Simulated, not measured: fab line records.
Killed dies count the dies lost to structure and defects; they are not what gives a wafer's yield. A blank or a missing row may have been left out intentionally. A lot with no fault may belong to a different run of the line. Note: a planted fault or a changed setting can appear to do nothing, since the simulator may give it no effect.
Split-lot trial    flow n5-finfet    21 wafers read from 7 lots, route of 1938 steps

SPLIT DETAILS
At N5_BEOL_M3_VIA_ETCH_34 (etches the open film in C4F6/O2, target depth 69.4 nm, time 65.9 s), the setting bias-w was moved away from the recipe's 170 W on 10 of the 21 wafers read, by -17.7% to +17.5%. This setting was run at the recipe's value on the other wafers.

The split's own step is where the reading is taken.

THE READING
rf-vpp-V, in V, at N5_BEOL_M3_VIA_ETCH_34 (etches the open film in C4F6/O2, target depth 69.4 nm, time 65.9 s). On this fab line, fault-free wafers typically give 664 V with a standard deviation of 6.2 V.

wafer   tool, chamber at the split  bias-w as run, W  against the recipe  rf-vpp-V, V  against lot-mates on the recipe
L074.2  rie-diel-03, 0              170               recipe              664          -
L074.4  rie-diel-03, 2              170               recipe              664          -
L074.6  rie-diel-03, 3              170               recipe              673          -
L076.1  rie-diel-02, 2              143.8             -15.4%              585          no lot-mate on the recipe
L076.4  rie-diel-02, 1              143.8             -15.4%              579          no lot-mate on the recipe
L076.6  rie-diel-02, 1              143.8             -15.4%              580          no lot-mate on the recipe
L080.1  rie-diel-02, 1              139.9             -17.7%              565          no lot-mate on the recipe
L080.4  rie-diel-02, 0              139.9             -17.7%              563          no lot-mate on the recipe
L080.5  rie-diel-02, 0              139.9             -17.7%              564          no lot-mate on the recipe
L083.1  rie-diel-06, 1              186.2             +9.5%               721          +57
L083.3  rie-diel-06, 2              170               recipe              656          -
L083.5  rie-diel-06, 1              170               recipe              672          -
L089.1  rie-diel-03, 1              170               recipe              673          -
L089.3  rie-diel-03, 3              170               recipe              671          -
L089.5  rie-diel-03, 0              170               recipe              664          -
L097.1  rie-diel-06, 2              199.8             +17.5%              749          +86
L097.2  rie-diel-06, 3              170               recipe              663          -
L097.5  rie-diel-06, 3              199.8             +17.5%              753          +90
L096.3  rie-diel-02, 1              170               recipe              662          -
L096.5  rie-diel-02, 1              158.8             -6.6%               628          -37
L096.6  rie-diel-02, 2              170               recipe              668          -

FIT RESULTS
A straight line over all 21 wafers: rf-vpp-V changes by +5.4 V for each +1% of bias-w; r = +1.00; the points scatter about the line by 5.6 V.
The same after taking each lot's own level away (the mean of its wafers on the recipe; 15 wafers): +5.17 V for each +1%; r = +0.99; scatter 5.1 V.
According to that fit, moving bias-w by its largest amount changes the reading by 92 V.
From 663.0 to 669.3 V: that is the span of the lots' own levels, equal to 1.0 times the standard deviation above.
The two slopes are in agreement: the lot-to-lot level therefore moves the slope only a little.
Check: for one of the wafers moved furthest among these (+17.5%), held out of the fit, the line's prediction against its lot-mates is +93.9 V. It came out at +86 V against them.
Tool readings at the split's step, against how far the setting was moved: rf-vpp-V r = +1.00.

FURTHER SPLITS ON THESE WAFERS
Note: prior to the reading, these wafers also went through further splits. Each is held against what the fit with the lots' levels taken away leaves over:
other split on the same wafers    wafers away from the commonest value  r with rf-vpp-V (lot level and that fit taken away)
N5_BEOL_M2_TRENCH_ETCH_37 time-s  5                                     +0.15

THE WHOLE CHAIN: every reading that the file lists as answering this split, in the file's order
step                    what it does                                                        reading                                                         change (the file's fit)                r (the file's)
N5_BEOL_M3_VIA_ETCH_34  etches the open film in C4F6/O2, target depth 69.4 nm, time 65.9 s  rf-vpp-V                                                        +5.27 V for each +1% of the setting    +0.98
N5_BEOL_M3_VIA_ETCH_34  etches the open film in C4F6/O2, target depth 69.4 nm, time 65.9 s  etch.depth-nm (the simulator's own value, which no gauge read)  +0.232 nm for each +1% of the setting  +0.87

THE FILE'S OWN FIT
rf-vpp-V changes by +5.27 V for each +1% of bias-w, r = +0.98.
